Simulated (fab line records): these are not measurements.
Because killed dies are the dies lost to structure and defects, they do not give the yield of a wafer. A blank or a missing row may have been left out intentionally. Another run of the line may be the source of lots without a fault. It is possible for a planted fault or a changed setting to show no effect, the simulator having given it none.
Matching of chambers | flow n5Finfet | N5_BEOL_M8_STRIP_36 on rieDiel-02: 4 sister chambers
The step strips in N2/H2. 16 wafers are shown with their chamber, then 8 later ones without.

WAFERS, EACH WITH ITS CHAMBER
wafer  | chamber | showerheadPlenumPTorr (Torr) | drypumpMotorCurrentA (A) | oesProductAu (a.u.)
L074.4 | 1       | 2.44                         | 5.7                      | 0.77
L074.5 | 1       | 2.44                         | 5.7                      | 0.76
L074.6 | 0       | 2.51                         | 5.3                      | 0.71
L082.2 | 1       | 2.43                         | 5.7                      | 0.74
L082.3 | 0       | 2.50                         | 5.3                      | 0.70
L082.5 | 1       | 2.43                         | 5.7                      | 0.75
L084.1 | 1       | 2.43                         | 5.6                      | 0.74
L084.3 | 0       | 2.50                         | 5.3                      | 0.69
L084.6 | 0       | 2.50                         | 5.3                      | 0.69
L086.3 | 1       | 2.42                         | 5.7                      | 0.74
L086.4 | 0       | 2.49                         | 5.3                      | 0.69
L086.5 | 0       | 2.49                         | 5.3                      | 0.69
L088.1 | 2       | 2.71                         | 5.9                      | 0.94
L088.2 | 3       | 2.61                         | 5.7                      | 0.89
L088.5 | 3       | 2.61                         | 5.7                      | 0.89
L093.1 | 1       | 2.42                         | 5.7                      | 0.74

SIGNATURES, as means of the wafers listed above
reading               | chamber 0 | chamber 1 | chamber 2 | chamber 3 | scatter within a chamber
showerheadPlenumPTorr | 2.4983    | 2.4300    | 2.7100    | 2.6100    | 0.00755
drypumpMotorCurrentA  | 5.300     | 5.686     | 5.900     | 5.700     | 0.0267
oesProductAu          | 0.6950    | 0.7486    | 0.9400    | 0.8900    | 0.0101
Rule: for a wafer and a chamber, the distance is found by dividing, reading by reading, the gap between the wafer's reading and the chamber's mean by the reading's scatter, squaring, summing and taking the root. The wafer belongs to the nearest chamber; if the next one is less than 2 further off, it can't be placed. The scatter: take each reading less its chamber's mean, square it, sum over the shown wafers, divide by the number of wafers less the number of chambers, and take the root.

WAFERS MISSING THEIR CHAMBER
wafer  | showerheadPlenumPTorr (Torr) | drypumpMotorCurrentA (A) | oesProductAu (a.u.)
L093.4 | 2.60                         | 5.7                      | 0.88
L093.5 | 2.42                         | 5.7                      | 0.72
L094.1 | 2.60                         | 5.6                      | 0.87
L094.5 | 2.60                         | 5.7                      | 0.87
L094.6 | 2.70                         | 5.9                      | 0.92
L095.2 | 2.60                         | 5.6                      | 0.88
L095.3 | 2.42                         | 5.7                      | 0.74
L095.5 | 2.70                         | 5.9                      | 0.91

THE CHAMBER EACH PASSED THROUGH
wafer  | from the rows above | in truth
L093.4 | 3                   | 3
L093.5 | 1                   | 1
L094.1 | 3                   | 3
L094.5 | 3                   | 3
L094.6 | 2                   | 2
L095.2 | 3                   | 3
L095.3 | 1                   | 1
L095.5 | 2                   | 2
8 of 8 placed correctly. Left unplaced by these rows: 0. Wrongly placed: 0.
